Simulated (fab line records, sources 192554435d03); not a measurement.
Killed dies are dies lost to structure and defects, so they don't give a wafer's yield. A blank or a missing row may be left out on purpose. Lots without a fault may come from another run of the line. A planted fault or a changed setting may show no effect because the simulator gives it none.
Split-lot experiment | flow n5_finfet | 7 lots, 39 wafers read, on a route of 1938 steps

THE SPLIT
At N5_FIN_SAQP_ALD_61 (deposits SiO2, target thk 4 nm, pulse time 1 s, purge time 2 s), the setting ald_cycles was moved away from the recipe's 43 on 18 of the 39 wafers read, by -11.6% to +16.3%. The other wafers ran this setting at the recipe's value.

The reading is taken at the split's own step.

THE READING
SiO2_of_FIN_SAQP_ALD_61.thk_nm (the simulator's own value, which no gauge read), in nm, at N5_FIN_SAQP_ALD_61 (deposits SiO2, target thk 4 nm, pulse time 1 s, purge time 2 s). The file gives no usual value for it. The 21 wafers here that ran the recipe average 4.013 nm, standard deviation 0.023 nm.

wafer  | tool, chamber at the split | ald_cycles as run | against the recipe | SiO2_of_FIN_SAQP_ALD_61.thk_nm, nm | against lot-mates on the recipe
L075.1 | ald_sin-01, 2              | 50                | +16.3%             | 4.65                               | +0.627
L075.2 | ald_sin-01, 1              | 43                | recipe             | 4.039                              | -
L075.3 | ald_sin-01, 0              | 43                | recipe             | 3.987                              | -
L075.4 | ald_sin-01, 3              | 50                | +16.3%             | 4.701                              | +0.678
L075.5 | ald_sin-01, 1              | 43                | recipe             | 4.044                              | -
L075.6 | ald_sin-01, 2              | 50                | +16.3%             | 4.659                              | +0.636
L077.1 | ald_sin-04, 3              | 47                | +9.3%              | 4.361                              | +0.360
L077.2 | ald_sin-04, 2              | 47                | +9.3%              | 4.393                              | +0.392
L077.3 | ald_sin-04, 1              | 47                | +9.3%              | 4.406                              | +0.405
L077.4 | ald_sin-04, 0              | 43                | recipe             | 4.008                              | -
L077.5 | ald_sin-04, 0              | 43                | recipe             | 4.016                              | -
L077.6 | ald_sin-04, 3              | 43                | recipe             | 3.979                              | -
L079.1 | ald_sin-04, 0              | 45                | +4.7%              | 4.218                              | +0.197
L079.2 | ald_sin-04, 2              | 43                | recipe             | 3.995                              | -
L079.3 | ald_sin-04, 3              | 45                | +4.7%              | 4.165                              | +0.144
L079.4 | ald_sin-04, 1              | 43                | recipe             | 4.037                              | -
L079.5 | ald_sin-04, 1              | 45                | +4.7%              | 4.197                              | +0.176
L079.6 | ald_sin-04, 0              | 43                | recipe             | 4.032                              | -
L092.1 | ald_sin-03, 0              | 43                | recipe             | 4.007                              | -
L092.2 | ald_sin-03, 3              | 43                | recipe             | 3.974                              | -
L092.3 | ald_sin-03, 2              | 41                | -4.7%              | 3.835                              | -0.160
L092.4 | ald_sin-03, 1              | 41                | -4.7%              | 3.807                              | -0.188
L092.5 | ald_sin-03, 1              | 43                | recipe             | 4.005                              | -
L092.6 | ald_sin-03, 2              | 41                | -4.7%              | 3.828                              | -0.167
L093.1 | ald_sin-03, 1              | 46                | +7.0%              | 4.294                              | +0.270
L093.2 | ald_sin-03, 2              | 43                | recipe             | 4.024                              | -
L093.3 | ald_sin-03, 0              | 46                | +7.0%              | 4.317                              | +0.293
L093.4 | ald_sin-03, 3              | 43                | recipe             | 4.032                              | -
L093.5 | ald_sin-03, 0              | 43                | recipe             | 4.015                              | -
L093.6 | ald_sin-03, 1              | 46                | +7.0%              | 4.305                              | +0.281
L095.1 | ald_sin-04, 3              | 43                | recipe             | 4.004                              | -
L095.2 | ald_sin-04, 2              | 38                | -11.6%             | 3.565                              | -0.452
L095.3 | ald_sin-04, 0              | 43                | recipe             | 4.045                              | -
L095.4 | ald_sin-04, 0              | 38                | -11.6%             | 3.566                              | -0.451
L095.5 | ald_sin-04, 2              | 38                | -11.6%             | 3.56                               | -0.457
L095.6 | ald_sin-04, 3              | 43                | recipe             | 4.003                              | -
L097.1 | ald_sin-01, 2              | 43                | recipe             | 3.993                              | -
L097.2 | ald_sin-01, 0              | 43                | recipe             | 3.978                              | -
L097.5 | ald_sin-01, 3              | 43                | recipe             | 4.049                              | -

THE FIT
A straight line over all 39 wafers: SiO2_of_FIN_SAQP_ALD_61.thk_nm changes by +0.0399 nm for each +1% of ald_cycles; r = +1.00; the points scatter about the line by 0.021 nm.
The same after taking each lot's own level away (the mean of its wafers on the recipe; 39 wafers): +0.0396 nm for each +1%; r = +1.00; scatter 0.02 nm.
On that fit, the largest move of ald_cycles shifts the reading by 0.64 nm.
The lots' own levels span 3.9953 to 4.0237 nm, that is 1.2 times the standard deviation above.
So the lot-to-lot level changes the slope little: the two slopes agree.
Check: with one of the wafers moved furthest among these (+16.3%) left out of the fit, the line predicts +0.651 nm for it against its lot-mates. It came out at +0.627 nm against them.

THE FILE'S OWN FIT
SiO2_of_FIN_SAQP_ALD_61.thk_nm changes by +0.0397 nm for each +1% of ald_cycles, r = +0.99.
